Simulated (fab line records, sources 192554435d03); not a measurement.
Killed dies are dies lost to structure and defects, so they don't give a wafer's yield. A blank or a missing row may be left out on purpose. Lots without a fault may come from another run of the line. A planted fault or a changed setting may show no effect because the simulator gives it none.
Which tool did it? | flow n5_finfet | 10 lots, 28 wafers sampled, at 5 steps of a route of 1938

WHAT THE GAUGES READ, wafer by wafer
N5_BEOL_M2_CD_MEAS_28: target cd 26.2 nm, target cd y 24.1 nm. Usual: cd_nm 26.15 nm, standard deviation 0.24.
lot  | measured     | on        | cd_nm (nm)        | flag
L689 | day 7 04:14  | cd_sem-01 | 26.33 26.22 26.51 |
L691 | day 7 13:53  | cd_sem-03 | 26.13 26.27       |
L692 | day 8 15:31  | cd_sem-02 | 25.69 26.14 26.17 |
L694 | day 8 22:59  | cd_sem-03 | 26.07 26.10 25.92 |
L695 | day 9 01:18  | cd_sem-01 | 25.87 26.18 25.98 |
L700 | day 9 18:53  | cd_sem-03 | 26.30 26.48 25.87 |
L701 | day 10 02:43 | cd_sem-02 | 26.46 26.12 26.25 |
L703 | day 10 23:12 | cd_sem-02 | 26.25 26.37       |
L710 | day 12 12:29 | cd_sem-02 | 25.98 26.31 26.37 |
L709 | day 12 16:17 | cd_sem-03 | 26.20 26.70 26.63 |

N5_BEOL_M4_RC_MEAS_101. Usual: DIBL_N 36.0 mV/V, standard deviation 1.9; DIBL_P 36.0 mV/V, standard deviation 2.1; IOFF_N 0.155 nA/um, standard deviation 0.029; IOFF_P 0.20 nA/um, standard deviation 0.032; ION_N 672 uA/um, standard deviation 11; ION_P 461 uA/um, standard deviation 6.9; SS_N 71.5 mV/dec, standard deviation 0.58; SS_P 73.2 mV/dec, standard deviation 0.64; VT_N 250.4 mV, standard deviation 2.9; VT_P -251.0 mV, standard deviation 2.8.
lot  | measured     | on        | DIBL_N (mV/V)  | DIBL_P (mV/V)  | IOFF_N (nA/um)    | IOFF_P (nA/um) | ION_N (uA/um) | ION_P (uA/um) | SS_N (mV/dec)  | SS_P (mV/dec)  | VT_N (mV)         | VT_P (mV)            | flag
L689 | day 8 19:13  | prober-01 | 34.9 35.2 36.4 | 34.6 35.3 35.9 | 0.145 0.160 0.168 | 0.22 0.22 0.22 | 661 670 669   | 457 462 460   | 71.4 71.6 72.3 | 72.4 73.1 72.6 | 249.4 245.6 247.4 | -248.6 -248.3 -250.0 |
L691 | day 9 18:07  | prober-01 | 34.8 36.1      | 34.1 35.2      | 0.124 0.143       | 0.19 0.20      | 666 660       | 460 460       | 71.1 71.8      | 72.9 73.1      | 252.0 251.5       | -249.1 -249.3        |
L692 | day 9 22:37  | prober-02 | 40.6 39.2 41.7 | 39.6 39.2 41.4 | 0.218 0.194 0.236 | 0.27 0.25 0.30 | 676 686 678   | 465 466 467   | 72.8 72.2 72.6 | 74.5 74.2 74.4 | 248.8 246.9 246.5 | -248.0 -246.9 -246.9 |
L694 | day 10 07:43 | prober-02 | 37.7 36.1 38.0 | 38.7 36.5 38.1 | 0.197 0.157 0.179 | 0.25 0.22 0.23 | 671 675 665   | 459 459 453   | 72.4 71.7 72.1 | 73.5 74.0 73.7 | 246.4 251.4 249.0 | -249.8 -250.4 -251.9 |
L695 | day 10 11:44 | prober-01 | 38.1 35.3 37.7 | 38.0 34.2 37.6 | 0.178 0.125 0.177 | 0.22 0.17 0.21 | 688 671 690   | 468 459 464   | 71.8 71.0 71.1 | 73.3 72.6 73.1 | 247.4 253.8 247.6 | -249.7 -253.8 -250.1 |
L700 | day 11 06:49 | prober-01 | 35.9 34.2 37.2 | 36.1 34.0 36.8 | 0.174 0.141 0.195 | 0.21 0.17 0.22 | 683 652 689   | 463 451 462   | 71.9 71.5 72.0 | 73.4 73.0 74.3 | 245.5 252.5 247.2 | -251.0 -252.2 -251.3 |
L701 | day 11 16:44 | prober-01 | 35.7 33.4 33.0 | 35.4 32.3 32.2 | 0.163 0.118 0.117 | 0.23 0.18 0.18 | 669 667 662   | 469 465 467   | 70.7 70.2 70.9 | 73.5 73.1 72.9 | 247.3 252.6 249.7 | -248.7 -250.8 -249.4 |
L703 | day 12 15:49 | prober-02 | 36.1 35.8      | 36.5 35.8      | 0.134 0.122       | 0.18 0.17      | 661 666       | 454 453       | 71.1 71.1      | 72.7 73.3      | 256.5 258.4       | -253.1 -254.2        |
L710 | day 13 23:31 | prober-01 | 37.5 35.8 38.0 | 36.0 34.7 36.4 | 0.179 0.147 0.173 | 0.23 0.20 0.24 | 672 678 657   | 465 460 450   | 71.6 71.1 71.5 | 73.9 72.9 73.8 | 248.6 251.6 248.6 | -246.8 -250.3 -252.1 |
L709 | day 14 01:47 | prober-01 | 34.4 33.3 32.8 | 35.1 33.1 33.0 | 0.149 0.118 0.119 | 0.19 0.15 0.16 | 682 661 674   | 466 450 462   | 71.6 71.0 70.4 | 73.0 72.6 72.9 | 252.9 255.5 251.2 | -249.1 -255.7 -253.9 |

WHICH TOOL RAN EACH LOT (tool, then ch and the chambers of the sampled wafers, then the start)
lot  | N5_BEOL_M2_DESCUM_16               | N5_BEOL_M2_ETCH_77                 | N5_BEOL_M2_ALD_98
L689 | rie_diel-02 ch 0,2, day 7 03:20    | rie_diel-03 ch 0,2, day 7 04:23    | ald_sin-04 ch 0,2,3, day 7 04:29
L691 | rie_diel-03 ch 1,2, day 7 12:50    | rie_diel-06 ch 0, day 7 14:32      | ald_sin-04 ch 1, day 7 14:37
L692 | rie_diel-06 ch 2,3, day 8 14:38    | rie_diel-06 ch 1,3, day 8 15:41    | ald_sin-02 ch 0,2, day 8 15:59
L694 | rie_diel-03 ch 2,3, day 8 22:14    | rie_diel-03 ch 0,1,3, day 8 23:17  | ald_sin-03 ch 1,3, day 9 00:03
L695 | rie_diel-06 ch 0,2,3, day 9 00:25  | rie_diel-06 ch 1,2, day 9 01:28    | ald_sin-02 ch 1,2,3, day 9 01:41
L700 | rie_diel-02 ch 0,1,2, day 9 18:08  | rie_diel-03 ch 0,2,3, day 9 19:02  | ald_sin-04 ch 2,3, day 9 19:10
L701 | rie_diel-06 ch 1,2,3, day 10 01:58 | rie_diel-02 ch 0,1,3, day 10 02:52 | ald_sin-02 ch 0,2,3, day 10 03:03
L703 | rie_diel-03 ch 0, day 10 22:27     | rie_diel-02 ch 0, day 10 23:22     | ald_sin-04 ch 0,3, day 10 23:58
L710 | rie_diel-06 ch 1,2, day 12 11:37   | rie_diel-06 ch 0,1, day 12 12:39   | ald_sin-03 ch 1,3, day 12 13:12
L709 | rie_diel-02 ch 0,1,3, day 12 15:24 | rie_diel-06 ch 0,2,3, day 12 16:27 | ald_sin-03 ch 0,1,3, day 12 16:34
- N5_BEOL_M2_DESCUM_16: chemistry O2, time 7 s.
- N5_BEOL_M2_ETCH_77: etches underlayer in N2/H2, target depth 6.5 nm, time 5.2 s.
- N5_BEOL_M2_ALD_98: deposits SiO2, target thk 2.5 nm, pulse time 1 s, co reactant pulse time 1 s.

WHAT THE TOOLS THEMSELVES READ (means of the sampled wafers that have a number; where no wafer has one, the mark that the record gives instead)
N5_BEOL_M2_DESCUM_16. Usual: drypump_motor_current_A 5.6 A, standard deviation 0.46; oes_product_au 0.81 a.u., standard deviation 0.061; rf_vpp_V 243.2 V, standard deviation 1.3; showerhead_plenum_p_Torr 2.10 Torr, standard deviation 0.066; throttle_valve_pct 20.37 %, standard deviation 0.24.
lot  | tool        | drypump_motor_current_A (A) | oes_product_au (a.u.) | rf_vpp_V (V) | showerhead_plenum_p_Torr (Torr) | throttle_valve_pct (%) | flag
L689 | rie_diel-02 | 5.3                         | 0.80                  | 242.8        | 2.07                            | 20.50                  |
L691 | rie_diel-03 | 5.8                         | 0.90                  | 244.6        | 2.14                            | 20.09                  |
L692 | rie_diel-06 | 6.2                         | 0.79                  | 243.1        | 2.08                            | 20.53                  |
L694 | rie_diel-03 | 5.7                         | 0.84                  | 244.0        | 2.12                            | 20.06                  |
L695 | rie_diel-06 | 6.1                         | 0.82                  | 242.3        | 2.05                            | 20.46                  |
L700 | rie_diel-02 | 5.2                         | 0.82                  | 242.6        | 2.05                            | 20.50                  |
L701 | rie_diel-06 | 5.6                         | 0.76                  | 242.7        | 2.05                            | 20.58                  |
L703 | rie_diel-03 | 5.5                         | 0.81                  | 244.2        | 2.21                            | 20.02                  |
L710 | rie_diel-06 | 5.0                         | 0.73                  | 242.6        | 2.01                            | 20.64                  |
L709 | rie_diel-02 | 5.3                         | 0.75                  | 242.9        | 2.09                            | 20.52                  |

N5_BEOL_M2_ETCH_77. Usual: drypump_motor_current_A 5.6 A, standard deviation 0.5; etch_rf_on_time_s 5.25 s, standard deviation 0.13; oes_product_au 0.69 a.u., standard deviation 0.048; rf_vpp_V 524.1 V, standard deviation 2.4; showerhead_plenum_p_Torr 2.54 Torr, standard deviation 0.078; throttle_valve_pct 17.74 %, standard deviation 0.28.
lot  | tool        | drypump_motor_current_A (A) | etch_rf_on_time_s (s) | oes_product_au (a.u.) | rf_vpp_V (V) | showerhead_plenum_p_Torr (Torr) | throttle_valve_pct (%) | flag
L689 | rie_diel-03 | 5.6                         | 5.19                  | 0.75                  | 526.3        | 2.62                            | 17.29                  |
L691 | rie_diel-06 | 6.2                         | 5.29                  | 0.75                  | 522.7        | 2.48                            | 17.77                  |
L692 | rie_diel-06 | 5.4                         | 5.21                  | 0.65                  | 523.0        | 2.47                            | 17.96                  |
L694 | rie_diel-03 | 5.9                         | 5.18                  | 0.70                  | 524.0        | 2.60                            | 17.53                  |
L695 | rie_diel-06 | 5.0                         | 5.36                  | 0.64                  | 520.8        | 2.43                            | 17.82                  |
L700 | rie_diel-03 | 5.7                         | 5.14                  | 0.69                  | 526.8        | 2.60                            | 17.46                  |
L701 | rie_diel-02 | 5.3                         | 5.35                  | 0.65                  | 525.0        | 2.55                            | 17.94                  |
L703 | rie_diel-02 | 5.4                         | 5.42                  | 0.60                  | 523.2        | 2.53                            | 18.07                  |
L710 | rie_diel-06 | 5.8                         | 5.22                  | 0.67                  | 522.2        | 2.45                            | 17.88                  |
L709 | rie_diel-06 | 6.1                         | 5.30                  | 0.67                  | 523.0        | 2.49                            | 17.92                  |

N5_BEOL_M2_ALD_98. Usual: heater_power_w 81 W, standard deviation 9; precursor_pulse_height_rel 1.000, standard deviation 0.019.
lot  | tool       | heater_power_w (W) | precursor_pulse_height_rel | flag
L689 | ald_sin-04 | 75                 | 1.015                      |
L691 | ald_sin-04 | 93                 | 1.012                      |
L692 | ald_sin-02 | 87                 | 1.006                      |
L694 | ald_sin-03 | 68                 | 1.018                      |
L695 | ald_sin-02 | 84                 | 0.997                      |
L700 | ald_sin-04 | 79                 | 1.003                      |
L701 | ald_sin-02 | 89                 | 0.986                      |
L703 | ald_sin-04 | 82                 | 0.992                      |
L710 | ald_sin-03 | 68                 | 0.999                      |
L709 | ald_sin-03 | 77                 | 1.001                      |

THE ANSWER, worked out from the rows above alone
Rule: a lot is off if the mean of its wafers that have a number lies more than 3 standard deviations from the usual mean. A lot without any number at a reading at which 4 lots or more have one is off too. The other lots that the step has rows for count as sound. The gauges are gone through in route order, then the tools' own readings, and for those a lot's mean is taken as printed above. The first step at which some lot is off is used, and at that step the reading that is off furthest; a lot without a number counts as furthest.
No lot is off at any reading shown: from this, nothing can be told.

WHAT THE SIMULATOR HAD PUT IN
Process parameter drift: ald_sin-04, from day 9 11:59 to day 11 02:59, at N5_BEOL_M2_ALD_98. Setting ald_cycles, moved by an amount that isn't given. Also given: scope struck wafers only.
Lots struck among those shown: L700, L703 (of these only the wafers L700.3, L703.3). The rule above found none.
